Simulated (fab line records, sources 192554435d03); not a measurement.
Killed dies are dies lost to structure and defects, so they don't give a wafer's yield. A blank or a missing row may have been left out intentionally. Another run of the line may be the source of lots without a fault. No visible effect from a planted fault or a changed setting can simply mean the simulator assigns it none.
fab line records	flow n5-finfet
[record] lots = 7	wafers = 20	last-day = 18
route steps=1938 shown SD_EPI_P@295 BEOL_M4@1111 PASSIVATION@1936
lots that met no fault: from a run of the same line without faults
start-h: the number of hours between the record's first day and the start of the first shown wafer of the lot	wait-h: hours since the lot's step before	" same as the row above	L1.1+2: a single row standing in for several wafers	- value missing, or start not given	* or withheld: withheld	< > ~ a bound
route shown NAME@n: NAME is a module with steps in the file, n the number in the route of the first one	usual: the fault-free wafers' mean and standard deviation	same: alike in all rows	chamber/n: place in a boat	sites: each site's reading	_std_site: standard deviation of those values	_edge_site: mean of outer sites minus mean of inner sites	radius-mm: for every site, how far away it sits from the centre of the wafer	mask NAME#n: copy n	behind: tool/chamber where the wafer was last shaped	hold: what put the lot on hold/how long, in hours/how the hold closed	device: which transistor (n, p or np) failed to switch	end of line: the route-end tests of the same wafers	a step given without rows: its recipe and nothing more	killed: at the first sort, the dies lost to defects and structure; wafer yield is something else	map: dies across one wafer; x = killed, . = not, _ = none there
set.NAME: the setting the step ran with; set.NAME@STEP: the setting that earlier step ran with	model.NAME: the simulator's own value behind a step, which no gauge read
certain route steps with their lots: each step a table, each wafer a row
services: when a tool's chamber went out of use (start-h, in hours from the record's first day, below 0 if earlier), for how many hours, and the reason
[[steps]]
[step N5_SD_EPI_P_COAT_34]
[recipe] resist = SOC	temp-c = 250	time-s = 60	spin-rpm = 1500	resist-thk-nm = 350
[step N5_SD_EPI_P_COAT_35]
[recipe] resist = SiARC	temp-c = 220	time-s = 60	spin-rpm = 1500	resist-thk-nm = 35
[step N5_SD_EPI_P_COAT_03]
[recipe] resist = CAR-ArF-block	spin-rpm = 1500	resist-thk-nm = 150
[step N5_SD_EPI_P_EBR_05]
[recipe] solvent = PGMEA	ebr-width-mm = 1.5
[step N5_SD_EPI_P_SOFTBAKE_04]
[recipe] temp-c = 110	time-s = 60	resist = CAR-ArF-block
[step N5_SD_EPI_P_EXPOSE_06]
[recipe] mask-id = SD_P_BLK	na = 1.35	source-shape = conventional	sigma-outer = 0.8	polarization = unpolarized	target-cd-nm = 240	dose-mj = 39.5
[step N5_SD_EPI_P_PEB_07]
[recipe] peb-temp-c = 110	peb-time-s = 60	resist = CAR-ArF-block
[step N5_SD_EPI_P_DEVELOP_08]
[recipe] develop-time-s = 30	developer = TMAH	resist = CAR-ArF-block	dev-temp-c = 23	rinse-liquid = diw	dry = air-spin
[step N5_SD_EPI_P_CD_MEAS_09]
[recipe] target-cd-nm = 240	landing-energy-ev = 500	detector = se-inlens
[usual] cd-nm = 240.0/0.72
lot.wafer	tool	chamber	start-h	wait-h	cd-nm
L927.1	cd-sem-01	0	85.28	-	239.9
L927.5	"	0	"	"	240.3
L927.6	"	0	"	"	239.9
L928.1	cd-sem-02	0	89.75	-	240.3
L928.4	"	0	"	"	239.5
L929.2	cd-sem-03	0	96.88	-	240.2
L929.3	"	0	"	"	238.5
L929.6	"	0	"	"	240.5
L938.2	cd-sem-03	0	151.01	-	239.2
L938.5	"	0	"	"	240.0
L938.6	"	0	"	"	239.7
L941.3	cd-sem-03	0	169.76	-	238.2
L941.5	"	0	"	"	238.8
L941.6	"	0	"	"	239.4
L943.1	cd-sem-01	0	179.19	-	240.6
L943.2	"	0	"	"	240.5
L943.4	"	0	"	"	239.9
L944.3	cd-sem-02	0	185.73	-	240.1
L944.5	"	0	"	"	241.1
L944.6	"	0	"	"	239.3
[step N5_SD_EPI_P_OVL_MEAS_10]
[recipe] points-per-wafer = 44
[usual] SD_P_BLK_OVL = 0.4/0.72
lot.wafer	tool	chamber	start-h	wait-h	SD_P_BLK_OVL[nm]
L927.1	overlay-02	0	85.31	0.0	0.7
L927.5	"	0	"	"	0.3
L927.6	"	0	"	"	1.4
L928.1	overlay-02	0	89.78	0.0	-0.3
L928.4	"	0	"	"	-0.1
L929.2	overlay-02	0	96.91	0.0	-0.2
L929.3	"	0	"	"	-0.9
L929.6	"	0	"	"	-0.4
L938.2	overlay-02	0	151.03	0.0	1.3
L938.5	"	0	"	"	1.0
L938.6	"	0	"	"	1.2
L941.3	overlay-02	0	169.79	0.0	0.7
L941.5	"	0	"	"	0.3
L941.6	"	0	"	"	0.6
L943.1	overlay-02	0	179.22	0.0	-1.6
L943.2	"	0	"	"	0.4
L943.4	"	0	"	"	-1.0
L944.3	overlay-02	0	185.76	0.0	1.3
L944.5	"	0	"	"	1.3
L944.6	"	0	"	"	-0.2
[step N5_SD_EPI_P_INSPECT_11]
[recipe] mode = adi	inspect-instrument = macro
[usual] raw-defect-count = 2.0/1.2
lot.wafer	tool	chamber	start-h	wait-h	raw-defect-count
L927.1	defect-inspect-02	-	85.33	0.0	3
L927.5	"	-	"	"	3
L927.6	"	-	"	"	4
L928.1	defect-inspect-02	-	89.80	0.0	1
L928.4	"	-	"	"	2
L929.2	defect-inspect-01	-	96.93	0.0	1
L929.3	"	-	"	"	3
L929.6	"	-	"	"	1
L938.2	defect-inspect-02	-	151.06	0.0	3
L938.5	"	-	"	"	3
L938.6	"	-	"	"	2
L941.3	defect-inspect-02	-	169.81	0.0	1
L941.5	"	-	"	"	1
L941.6	"	-	"	"	5
L943.1	defect-inspect-02	-	179.25	0.0	0
L943.2	"	-	"	"	1
L943.4	"	-	"	"	2
L944.3	defect-inspect-01	-	185.79	0.0	0
L944.5	"	-	"	"	0
L944.6	"	-	"	"	2
[step N5_SD_EPI_P_DESCUM_14]
[recipe] chemistry = O2	time-s = 7.9	source-power-w = 50	bias-power-w = 20	pressure-mtorr = 20	rf-frequency-hz = 2.712e+07	temp-c = 40	resist = CAR-ArF-block	o2-flow-sccm = 225
[usual] drypump-motor-current-A = 5.7/0.49	oes-product-au = 0.80/0.086	rf-vpp-V = 243.1/1.7	showerhead-plenum-p-Torr = 2.08/0.09	throttle-valve-pct = 20.53/0.19
lot.wafer	tool	chamber	start-h	wait-h	drypump-motor-current-A	oes-product-au	rf-hours-counter-h	rf-vpp-V	showerhead-plenum-p-Torr	throttle-valve-pct
L927.1	rie-diel-05	0	85.37	0.0	5.4	0.72	198	241.6	1.98	20.43
L927.5	"	1	"	"	6.3	0.73	-	242.1	2.09	20.72
L927.6	"	2	"	"	5.5	0.85	-	242.8	2.04	20.48
L928.1	rie-diel-05	2	89.84	0.0	5.5	0.84	62	242.0	2.04	20.48
L928.4	"	0	"	"	5.4	0.72	200	238.9	1.98	20.44
L929.2	rie-diel-05	2	96.99	0.1	5.5	0.85	63	241.9	2.04	20.47
L929.3	"	1	"	"	6.3	0.72	172	242.3	2.09	20.73
L929.6	"	2	"	"	5.5	0.85	-	241.3	2.04	20.48
L938.2	rie-diel-04	3	151.09	0.0	6.2	0.81	110	241.9	2.04	20.83
L938.5	"	1	"	"	5.2	0.71	-	242.4	2.05	20.41
L938.6	"	3	"	"	6.2	0.80	-	242.2	2.04	20.82
L941.3	rie-diel-04	1	170.72	0.9	5.2	0.71	220	242.5	2.05	20.41
L941.5	"	0	"	"	4.8	0.96	-	245.1	2.24	20.25
L941.6	"	3	"	"	6.2	0.80	-	242.6	2.04	20.83
L943.1	rie-diel-05	1	179.46	0.2	6.3	0.71	197	242.9	2.08	20.77
L943.2	"	3	"	"	5.9	0.87	44	245.4	2.22	20.27
L943.4	"	0	"	"	5.4	0.71	225	241.3	1.97	20.47
L944.3	rie-diel-02	2	185.82	0.0	5.8	0.87	32	246.2	2.22	20.31
L944.5	"	3	"	"	5.7	0.93	-	242.2	2.05	20.41
L944.6	"	2	"	"	5.9	0.87	-	244.8	2.22	20.34
[step N5_SD_EPI_P_ETCH_36]
[recipe] chemistry = CF4	target = SiARC	target-depth-a = 455	mask-material = CAR-ArF-block	time-s = 75.8	ion-energy-ev = 80	pressure-mtorr = 40	source-w = 545	bias-w = 36	Ar_flow_sccm = 100	cf4-flow-sccm = 100	ends = cleared
[usual] bias-w = 36.00/0.1	drypump-motor-current-A = 5.7/0.49	etch-rf-on-time-s = 76.2/1.9	oes-product-au = 0.68/0.078	rf-vpp-V = 183.9/1.3	showerhead-plenum-p-Torr = 2.13/0.093	throttle-valve-pct = 15.68/0.16
lot.wafer	tool	chamber	start-h	wait-h	bias-w	drypump-motor-current-A	etch-rf-on-time-s	oes-product-au	rf-hours-counter-h	rf-vpp-V	showerhead-plenum-p-Torr	throttle-valve-pct
L927.1	rie-diel-05	0	85.40	0.0	36.11	5.4	48.3	0.80	198	182.5	2.04	15.71
L927.5	"	1	"	"	35.91	6.3	79.3	0.60	-	183.6	2.13	15.80
L927.6	"	2	"	"	35.78	5.5	74.4	0.71	-	183.5	2.09	15.60
L928.1	rie-diel-05	2	89.87	0.0	35.94	5.5	48.4	0.93	62	182.4	2.09	15.60
L928.4	"	0	"	"	36.01	5.4	75.9	0.61	200	183.7	2.04	15.70
L929.2	rie-diel-05	2	97.02	0.0	35.90	5.5	47.6	0.96	63	183.8	2.09	15.61
L929.3	"	1	"	"	36.05	6.3	79.0	0.60	172	183.2	2.13	15.81
L929.6	"	2	"	"	36.19	5.5	74.5	0.72	-	183.7	2.09	15.61
L938.2	rie-diel-04	3	151.13	0.0	36.01	6.2	75.4	0.69	110	183.3	2.07	15.77
L938.5	"	1	"	"	36.06	5.2	77.8	0.60	-	183.4	2.11	15.73
L938.6	"	3	"	"	36.20	6.2	75.8	0.68	-	183.5	2.07	15.77
L941.3	rie-diel-04	1	170.75	0.0	36.02	5.2	78.0	0.60	220	184.8	2.11	15.75
L941.5	"	0	"	"	35.96	4.8	73.8	0.82	-	185.5	2.27	15.33
L941.6	"	3	"	"	35.86	6.2	75.2	0.68	-	181.3	2.07	15.79
L943.1	rie-diel-05	1	179.50	0.0	35.91	6.3	79.9	0.58	197	182.2	2.12	15.84
L943.2	"	3	"	"	36.06	5.9	75.4	0.74	44	184.6	2.26	15.41
L943.4	"	0	"	"	36.20	5.4	76.2	0.59	225	182.9	2.03	15.77
L944.3	rie-diel-02	2	185.85	0.0	35.95	5.8	75.5	0.75	32	185.2	2.26	15.47
L944.5	"	3	"	"	35.98	5.7	72.4	0.81	-	184.2	2.10	15.49
L944.6	"	2	"	"	35.95	5.8	75.5	0.75	-	185.8	2.26	15.47
[step N5_SD_EPI_P_ETCH_37]
[recipe] chemistry = N2/H2	target = SOC	overetch-a = 1080	mask-material = SiARC	temp-c = 40	ion-energy-ev = 100	source-w = 3000	bias-w = 133	pressure-mtorr = 20	time-s = 486	n2-flow-sccm = 200	h2-flow-sccm = 200	ends = end-point
[usual] bias-w = 133.0/0.4	drypump-motor-current-A = 5.7/0.49	oes-product-au = 0.71/0.074	rf-vpp-V = 240.7/1.7	showerhead-plenum-p-Torr = 2.54/0.11	throttle-valve-pct = 24.0/0.3
lot.wafer	tool	chamber	start-h	wait-h	bias-w	drypump-motor-current-A	oes-product-au	rf-hours-counter-h	rf-vpp-V	showerhead-plenum-p-Torr	throttle-valve-pct
L927.1	rie-diel-05	0	85.46	0.0	132.8	5.4	0.64	198	238.5	2.43	24.3
L927.5	"	1	"	"	132.7	6.3	0.65	-	239.4	2.55	24.3
L927.6	"	2	"	"	133.2	5.5	0.75	-	239.0	2.47	23.9
L928.1	rie-diel-05	2	89.93	0.0	133.0	5.5	0.75	62	239.3	2.47	23.9
L928.4	"	0	"	"	132.6	5.4	0.64	200	238.2	2.43	24.2
L929.2	rie-diel-05	2	97.08	0.0	133.3	5.5	0.75	63	239.8	2.47	23.9
L929.3	"	1	"	"	132.8	6.3	0.65	172	241.7	2.55	24.3
L929.6	"	2	"	"	133.5	5.5	0.74	-	240.4	2.47	23.9
L938.2	rie-diel-04	3	151.18	0.0	132.9	6.2	0.71	110	239.7	2.47	24.4
L938.5	"	1	"	"	133.1	5.2	0.64	-	240.0	2.50	23.6
L938.6	"	3	"	"	133.0	6.2	0.71	-	238.8	2.47	24.5
L941.3	rie-diel-04	1	170.81	0.0	132.8	5.2	0.63	220	239.9	2.50	23.6
L941.5	"	0	"	"	132.9	4.8	0.86	-	243.7	2.72	23.5
L941.6	"	3	"	"	133.1	6.2	0.71	-	240.3	2.47	24.5
L943.1	rie-diel-05	1	179.55	0.0	132.8	6.3	0.63	197	241.3	2.54	24.4
L943.2	"	3	"	"	132.7	5.9	0.77	44	242.6	2.70	23.7
L943.4	"	0	"	"	132.9	5.3	0.62	225	239.9	2.42	24.3
L944.3	rie-diel-02	2	185.91	0.0	133.1	5.8	0.79	32	243.1	2.70	24.0
L944.5	"	3	"	"	133.1	5.7	0.82	-	240.9	2.51	24.2
L944.6	"	2	"	"	133.6	5.8	0.78	-	242.5	2.70	24.0
[step N5_BEOL_M4_RC_MEAS_101]
[usual] DIBL_N = 36.4/1.6	DIBL_P = 36.2/1.8	IOFF_N = 0.159/0.029	IOFF_P = 0.21/0.034	ION_N = 670/12	ION_P = 459/8.2	SS_N = 71.5/0.59	SS_P = 73.2/0.54	VT_N = 250/3.3	VT_P = -250/3.7
lot.wafer	tool	chamber	start-h	wait-h	DIBL_N[mV/V]	DIBL_P[mV/V]	IOFF_N[nA/um]	IOFF_P[nA/um]	ION_N[uA/um]	ION_P[uA/um]	SS_N[mV/dec]	SS_P[mV/dec]	VT_N[mV]	VT_P[mV]
L928.1	prober-01	0	216.57	0.0	34.2	34.3	0.129	0.20	666	457	70.5	72.3	249	-251
L928.4	"	0	"	"	35.6	35.2	0.148	0.21	679	461	71.7	73.2	250	-246
L927.1	prober-02	0	217.70	0.0	36.9	38.3	0.168	0.21	670	454	71.9	73.0	248	-253
L927.5	"	0	"	"	35.8	37.0	0.154	0.19	668	457	71.7	73.5	250	-251
L927.6	"	0	"	"	36.5	38.1	0.169	0.22	677	468	72.0	73.5	249	-250
L929.2	prober-01	0	244.11	0.2	35.9	34.4	0.120	0.15	647	438	71.3	73.7	255	-256
L929.3	"	0	"	"	38.7	38.6	0.180	0.21	666	449	71.5	74.1	251	-255
L929.6	"	0	"	"	37.7	36.1	0.152	0.17	670	444	71.5	73.4	251	-257
L938.2	prober-01	0	288.18	0.2	34.9	34.8	0.139	0.19	677	461	71.3	73.2	251	-253
L938.5	"	0	"	"	36.2	37.2	0.160	0.23	679	470	70.8	74.1	247	-248
L938.6	"	0	"	"	35.3	35.4	0.146	0.19	666	459	70.5	73.4	250	-250
L941.3	prober-02	0	294.08	0.3	37.1	35.8	0.149	0.22	675	468	71.9	73.7	248	-250
L941.5	"	0	"	"	36.1	35.0	0.148	0.22	665	458	71.8	73.3	251	-248
L941.6	"	0	"	"	37.3	35.3	0.160	0.21	673	461	71.1	72.7	250	-250
L943.1	prober-02	0	310.94	0.0	37.1	37.5	0.159	0.17	675	452	71.4	72.2	250	-256
L943.2	"	0	"	"	38.1	38.0	0.164	0.18	668	445	71.3	73.0	249	-256
L943.4	"	0	"	"	37.7	37.7	0.155	0.17	675	447	72.1	72.6	251	-258
L944.3	prober-01	0	331.79	0.3	34.9	35.3	0.130	0.18	656	453	71.8	72.8	256	-250
L944.5	"	0	"	"	33.8	34.8	0.121	0.18	656	459	71.1	72.6	255	-251
L944.6	"	0	"	"	35.0	36.9	0.147	0.23	662	462	70.9	73.1	250	-249
[step N5_PASSIVATION_PROBE_49]
[usual] defect-limited-yield = 91.1/1.5	killed_at_M0_to_M3 = 33/9.9	killed_at_M4_up = 14/5.2	killed-at-contacts = 12/6.7	killed-at-front-end = 43/13	killed-at-other = 3.4/2.7	killed-dies = 105/17	killed-open = 69/13	killed-short = 33/7.5	sort_bin_5_function = 5.2/0.91	sort_bin_6_memory = 3.3/0.71	sort_bin_8_speed = 0.00/0.032	sort-n-pass = 1075/17	sort-yield-pct = 91.1/1.5
[same] gross-dies = 1180	killed-at-back-side = 0	sort_bin_4_leakage[%] = 0
lot.wafer	tool	chamber	start-h	wait-h	defect-limited-yield[%]	killed_at_M0_to_M3	killed_at_M4_up	killed-at-contacts	killed-at-front-end	killed-at-other	killed-dies	killed-open	killed-short	sort_bin_5_function[%]	sort_bin_6_memory[%]	sort_bin_8_speed[%]	sort-n-pass	sort-yield-pct[%]
L927.1	prober-01	-	316.83	0.0	91.2	28	19	12	40	5	104	74	30	5.2	3.4	0	1076	91.2
L927.5	prober-01	-	317.03	0.2	89.8	27	18	6	64	5	120	72	45	5.9	4.0	0	1060	89.8
L927.6	prober-01	-	317.08	0.3	90.1	31	17	4	58	7	117	70	43	5.8	3.6	0	1063	90.1
L928.1	prober-01	-	328.79	0.0	90.5	20	7	19	54	12	112	74	35	5.7	3.5	0	1068	90.5
L928.4	prober-01	-	328.94	0.2	90.3	19	15	19	61	0	114	81	31	4.7	4.7	0	1066	90.3
L929.2	prober-01	-	342.63	0.1	92.5	48	4	4	32	1	89	47	35	3.9	2.9	0.34	1087	92.1
L929.3	prober-01	-	342.68	0.1	88.9	41	19	21	50	0	131	86	44	6.6	4.1	0	1049	88.9
L929.6	prober-01	-	342.83	0.3	91.1	28	17	9	50	1	105	76	29	6.0	2.6	0	1075	91.1
L941.3	prober-01	-	405.68	0.1	91.9	19	3	22	47	5	96	61	33	5.0	2.9	0	1084	91.9
L941.5	prober-01	-	405.78	0.2	91.2	33	12	15	43	1	104	68	32	4.8	3.6	0	1076	91.2
L941.6	prober-01	-	405.83	0.3	92.5	13	13	12	43	7	88	56	29	4.8	2.5	0	1092	92.5
L943.1	prober-02	-	417.53	0.0	92.4	37	10	12	25	6	90	58	29	4.3	2.6	0	1090	92.4
L943.2	prober-02	-	417.58	0.1	91.1	29	15	9	42	10	105	63	39	5.3	2.8	0	1075	91.1
L943.4	prober-02	-	417.68	0.2	92.7	28	18	6	26	8	86	57	28	4.0	2.8	0	1094	92.7
L944.3	prober-01	-	432.45	0.1	91.6	44	12	5	34	4	99	58	40	4.7	3.5	0	1081	91.6
L944.5	prober-01	-	432.55	0.2	91.7	35	15	15	28	5	98	66	31	5.3	2.8	0	1082	91.7
L944.6	prober-01	-	432.60	0.3	91.1	49	9	5	42	0	105	69	35	5.4	3.2	0	1075	91.1
// killed by level:class
L927.1 DUMMY_GATE:geometric-particle:open=13 MOL_CONTACT_COAG:geometric-particle:open=11 BEOL_M0_SAQP:geometric-particle:open=8 BEOL_M0_SAQP:geometric-particle:short=7 BEOL_M3:geometric-particle:open=6 FIN_SAQP:geometric-particle:short=5 STI_FIN_REVEAL:geometric-particle:open=5 BEOL_M5:geometric-particle:open=5
L927.5 FIN_SAQP:geometric-particle:open=19 FIN_SAQP:geometric-particle:short=12 BEOL_M0_SAQP:geometric-particle:open=10 BEOL_M5:geometric-particle:open=9 GATE_CUT:geometric-particle:short=8 DUMMY_GATE:geometric-particle:open=7 BEOL_M0_SAQP:geometric-particle:short=7 MOL_CONTACT_COAG:geometric-particle:short=4
L927.6 FIN_SAQP:geometric-particle:short=14 STI_FIN_REVEAL:geometric-particle:open=12 FIN_SAQP:geometric-particle:open=9 BEOL_M0_SAQP:geometric-particle:open=9 DUMMY_GATE:geometric-particle:open=9 BEOL_M0_SAQP:geometric-particle:short=9 BEOL_M4:geometric-particle:open=7 MOL_CONTACT_COAG:geometric-particle:open=4
L928.1 MOL_CONTACT_COAG:geometric-particle:open=18 STI_FIN_REVEAL:geometric-particle:open=14 FIN_SAQP:geometric-particle:open=11 FIN_SAQP:geometric-particle:short=9 BEOL_M2:geometric-particle:open=6 BEOL_M0_SAQP:geometric-particle:short=5 DUMMY_GATE:geometric-particle:open=4 GATE_CUT:geometric-particle:short=4
L928.4 MOL_CONTACT_COAG:geometric-particle:open=15 FIN_SAQP:geometric-particle:short=14 FIN_SAQP:geometric-particle:open=14 STI_FIN_REVEAL:geometric-particle:open=11 BEOL_M0_SAQP:geometric-particle:open=11 BEOL_M4:geometric-particle:open=6 DUMMY_GATE:geometric-particle:open=4 MOL_CONTACT_COAG:geometric-particle:short=4
L929.2 BEOL_M0_SAQP:geometric-particle:short=17 BEOL_M0_SAQP:geometric-particle:open=12 BEOL_M3:geometric-particle:open=7 HKMG_FIN:area-etch=6 FIN_SAQP:geometric-particle:open=5 FIN_SAQP:geometric-particle:short=5 BEOL_M1:geometric-particle:open=5 GATE_CUT:geometric-particle:short=4
L929.3 MOL_CONTACT_COAG:geometric-particle:open=17 BEOL_M1:geometric-particle:open=14 STI_FIN_REVEAL:geometric-particle:open=13 BEOL_M0_SAQP:geometric-particle:short=10 BEOL_M4:geometric-particle:open=7 ILD0:geometric-particle:short=7 FIN_SAQP:geometric-particle:open=6 ILD0:geometric-particle:open=6
L929.6 FIN_SAQP:geometric-particle:open=16 BEOL_M1:geometric-particle:open=11 FIN_SAQP:geometric-particle:short=8 STI_FIN_REVEAL:geometric-particle:open=8 BEOL_M0_SAQP:geometric-particle:open=6 MOL_CONTACT_COAG:geometric-particle:open=5 MOL_CONTACT_COAG:geometric-particle:short=4 BEOL_M3:geometric-particle:open=4
L941.3 MOL_CONTACT_COAG:geometric-particle:open=20 FIN_SAQP:geometric-particle:short=12 DUMMY_GATE:geometric-particle:open=12 STI_FIN_REVEAL:geometric-particle:open=7 BEOL_M0_SAQP:geometric-particle:short=6 FIN_SAQP:geometric-particle:open=5 DUMMY_GATE:geometric-particle:short=4 BEOL_M0_SAQP:geometric-particle:open=3
L941.5 MOL_CONTACT_COAG:geometric-particle:open=12 STI_FIN_REVEAL:geometric-particle:open=8 BEOL_M1:geometric-particle:open=8 BEOL_M2:geometric-particle:open=7 BEOL_M4:geometric-particle:open=6 DUMMY_GATE:geometric-particle:open=5 BEOL_M0:geometric-particle:open=5 FIN_SAQP:geometric-particle:open=4
L941.6 STI_FIN_REVEAL:geometric-particle:open=10 DUMMY_GATE:geometric-particle:open=8 MOL_CONTACT_COAG:geometric-particle:open=7 FIN_SAQP:geometric-particle:short=5 BEOL_M4:geometric-particle:open=5 STARTING-WAFER:geometric-particle:short=5 FIN_SAQP:geometric-particle:open=4 MOL_CONTACT_COAG:geometric-particle:short=4
L943.1 MOL_CONTACT_COAG:geometric-particle:open=10 BEOL_M1:geometric-particle:open=9 BEOL_M2:geometric-particle:open=8 BEOL_M0_SAQP:geometric-particle:short=6 FIN_SAQP:geometric-particle:open=4 BEOL_M0_SAQP:geometric-particle:open=4 STI_FIN_REVEAL:geometric-particle:open=3 DUMMY_GATE:geometric-particle:open=3
L943.2 DUMMY_GATE:geometric-particle:open=8 FIN_SAQP:geometric-particle:open=7 MOL_CONTACT_COAG:geometric-particle:open=7 BEOL_M0_SAQP:geometric-particle:short=7 BEOL_M0_SAQP:geometric-particle:open=6 STARTING-WAFER:geometric-particle:short=6 STI_FIN_REVEAL:geometric-particle:open=5 FIN_SAQP:geometric-particle:short=4
L943.4 STI_FIN_REVEAL:geometric-particle:open=8 BEOL_M4:geometric-particle:open=7 BEOL_M2:geometric-particle:open=6 BEOL_M0_SAQP:geometric-particle:open=5 BEOL_M0_SAQP:geometric-particle:short=4 BEOL_M1:geometric-particle:open=4 BEOL_M3:geometric-particle:open=4 STI_FIN_REVEAL:geometric-particle:short=3
L944.3 BEOL_M0_SAQP:geometric-particle:short=10 FIN_SAQP:geometric-particle:short=9 BEOL_M0_SAQP:geometric-particle:open=7 BEOL_M1:geometric-particle:open=7 BEOL_M3:geometric-particle:open=5 STI_FIN_REVEAL:geometric-particle:open=5 BEOL_M1:geometric-particle:short=5 BEOL_M2:geometric-particle:open=5
L944.5 MOL_CONTACT_COAG:geometric-particle:open=10 BEOL_M0_SAQP:geometric-particle:open=7 BEOL_M3:geometric-particle:open=7 BEOL_M4:geometric-particle:open=7 STI_FIN_REVEAL:geometric-particle:open=5 MOL_CONTACT_COAG:geometric-particle:short=5 BEOL_M0_SAQP:geometric-particle:short=5 BEOL_M1:geometric-particle:short=5
L944.6 BEOL_M0_SAQP:geometric-particle:open=16 BEOL_M0_SAQP:geometric-particle:short=12 FIN_SAQP:geometric-particle:open=7 GATE_CUT:geometric-particle:short=6 BEOL_M3:geometric-particle:open=5 DUMMY_GATE:geometric-particle:open=5 BEOL_M2:geometric-particle:open=5 BEOL_M4:geometric-particle:open=5
[[services]]
tool	chamber	start-h	hours	kind
rie-diel-02	3	77.62	-	clean
rie-diel-02	3	77.62	-	consumable-replace:focus-ring
rie-diel-02	3	77.62	12.6	scheduled-down
rie-diel-02	3	77.62	12.6	vent-cycle
rie-diel-04	1	80.68	3.3	repair
rie-diel-02	-	110.04	15.6	pm
rie-diel-02	1	126.64	-	clean
rie-diel-02	1	126.64	-	consumable-replace:focus-ring
rie-diel-02	1	126.64	20.7	scheduled-down
rie-diel-02	1	126.64	20.7	vent-cycle
rie-diel-04	3	138.80	6.5	repair
rie-diel-04	0	145.27	-	clean
rie-diel-04	0	145.27	-	consumable-replace:focus-ring
rie-diel-04	0	145.27	-	consumable-replace:showerhead
rie-diel-04	0	145.27	22.0	scheduled-down
rie-diel-04	0	145.27	22.0	vent-cycle
rie-diel-02	2	146.85	7.3	repair
rie-diel-02	-	174.45	5.9	repair
[[key]]
[first-sign] step = N5_SD_EPI_P_ETCH_36	reading = etch-rf-on-time-s	direction = down	sigmas = 15	usual = *	struck = *
[effect] step = N5_SD_EPI_P_ETCH_36	reading = oes-product-au	direction = up	sigmas = 2.8	usual = 0.68	struck = 0.90
met-at N5_SD_EPI_P_ETCH_36
struck-wafers L927.1,L928.1,L929.2
[fault] kind = process-parameter-drift	tool = rie-diel-05	chamber = -	onset-h = 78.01	steps = N5_SD_EPI_P_ETCH_36	channel = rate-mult	offset = 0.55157	shape = step	end-h = 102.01	scope = struck-wafers-only
